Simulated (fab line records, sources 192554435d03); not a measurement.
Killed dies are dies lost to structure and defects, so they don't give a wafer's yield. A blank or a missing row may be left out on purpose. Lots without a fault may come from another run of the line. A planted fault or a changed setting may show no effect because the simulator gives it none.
Chamber matching | flow n5_finfet | N5_BEOL_M15_ETCH_61 on rie_diel-06: 4 sister chambers
The step etches BARC in N2/H2, target depth 89 nm, overetch 26.7 nm, time 67.9 s. 4 wafers are shown with their chamber, then 10 later ones without.

WAFERS WITH THEIR CHAMBER
wafer  | chamber | showerhead_plenum_p_Torr (Torr)
L085.1 | 3       | 2.39
L085.6 | 1       | 2.60
L086.3 | 0       | 2.61
L087.4 | 2       | 2.43

WAFERS WITHOUT THEIR CHAMBER
wafer  | showerhead_plenum_p_Torr (Torr)
L087.5 | 2.60
L094.2 | 2.42
L094.3 | 2.60
L094.4 | 2.59
L093.1 | 2.70
L093.4 | 2.59
L093.5 | 2.59
L097.2 | 2.59
L097.4 | 2.42
L097.5 | 2.42

WHICH CHAMBER EACH WENT THROUGH
wafer  | from the rows above     | in truth
L087.5 | can't be placed: 1 or 0 | 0
L094.2 | can't be placed: 2 or 3 | 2
L094.3 | can't be placed: 1 or 0 | 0
L094.4 | can't be placed: 1 or 0 | 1
L093.1 | can't be placed: 0 or 1 | 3
L093.4 | can't be placed: 1 or 0 | 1
L093.5 | can't be placed: 1 or 0 | 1
L097.2 | can't be placed: 1 or 0 | 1
L097.4 | can't be placed: 2 or 3 | 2
L097.5 | can't be placed: 2 or 3 | 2
Placed correctly: 0 of 10. Can't be placed from these rows: 10 (the true chamber is among the candidates in 9). Placed wrongly: 0.
How it was worked out, from the rows above alone: a wafer's distance from a chamber is the root of the sum, over the readings, of the square of ((its reading less the chamber's mean) divided by the reading's scatter). The wafer belongs to the nearest chamber; if the next one is less than 2 further off, it can't be placed. A chamber's mean is the mean of its shown wafers. The scatter: with one shown wafer a chamber, the root of the mean of the squares of how far each hidden wafer lies from its nearest shown one.
